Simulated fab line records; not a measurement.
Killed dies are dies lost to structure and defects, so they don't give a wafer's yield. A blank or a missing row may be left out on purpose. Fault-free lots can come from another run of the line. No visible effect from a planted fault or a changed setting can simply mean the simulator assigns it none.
Chamber matching    flow n5 finfet    N5_BEOL_M8_STRIP_19 on rie diel-05 has 4 sister chambers
The step strips in O2. 4 wafers are shown with their chamber, then 8 later ones without.

== WAFERS WITH THEIR CHAMBER ==
wafer   chamber  drypump motor current A (A)
L076.2  1        6.1
L085.2  0        5.8
L085.3  3        5.4
L088.3  2        6.5

== WAFERS WITH NO CHAMBER GIVEN ==
wafer   drypump motor current A (A)
L088.5  6.5
L088.6  5.4
L094.1  6.1
L094.2  5.7
L094.3  6.5
L094.4  5.4
L094.5  5.7
L094.6  6.1

== CHAMBER TAKEN BY EACH ==
wafer   from the rows above  in truth
L088.5  2                    2
L088.6  3                    3
L094.1  1                    1
L094.2  0                    0
L094.3  2                    2
L094.4  3                    3
L094.5  0                    0
L094.6  1                    1
Correctly placed: 8 of 8. From these rows, 0 cannot be placed. Wrongly placed: 0.
How it was worked out, from the rows above alone: a wafer's distance from a chamber is the root of the sum, over the readings, of the square of ((its reading less the chamber's mean) divided by the reading's scatter). The wafer belongs to the nearest chamber; if the next one is less than 2 further off, it can't be placed. For every chamber, the mean is computed from those of its wafers that are shown. The scatter (one wafer shown for each chamber): square how far every hidden wafer sits from the nearest shown wafer, average those squares and take the square root.
